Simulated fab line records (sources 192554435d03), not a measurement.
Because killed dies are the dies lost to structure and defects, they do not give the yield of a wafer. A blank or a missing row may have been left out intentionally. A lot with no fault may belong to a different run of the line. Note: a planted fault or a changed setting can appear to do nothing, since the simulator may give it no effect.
Matching of chambers | flow n5_finfet | N5_MOL_CONTACT_COAG_ETCH_105 on rie_diel-02 has 4 sister chambers
The step etches SiARC in CF4, target depth 15.6 nm, time 26 s. 4 wafers are shown with their chamber, then 7 later ones without.

## WAFERS PAIRED WITH THEIR CHAMBERS
wafer  | chamber | drypump_motor_current_A (A)
L078.2 | 0       | 4.9
L080.5 | 2       | 6.3
L082.1 | 1       | 5.0
L082.4 | 3       | 5.2

## WAFERS WITHOUT THEIR CHAMBER
wafer  | drypump_motor_current_A (A)
L082.6 | 4.9
L091.1 | 6.3
L091.5 | 6.3
L091.6 | 5.2
L097.2 | 5.0
L097.5 | 5.0
L097.6 | 4.8

## WHICH CHAMBER EACH ONE RAN IN
wafer  | from the rows above | in truth
L082.6 | 0                   | 0
L091.1 | 2                   | 2
L091.5 | 2                   | 2
L091.6 | 3                   | 3
L097.2 | 1                   | 1
L097.5 | 1                   | 1
L097.6 | 0                   | 0
Placed correctly: 7 of 7. Can't be placed from these rows: 0. Wrongly placed: 0.
How it was worked out, from the rows above alone: a wafer's distance from a chamber is the root of the sum, over the readings, of the square of ((its reading less the chamber's mean) divided by the reading's scatter). The wafer belongs to the nearest chamber; if the next one is less than 2 further off, it can't be placed. A chamber's mean is the mean of its shown wafers. The scatter: root of mean squared gap, hidden wafer to nearest shown wafer, with one shown wafer a chamber.
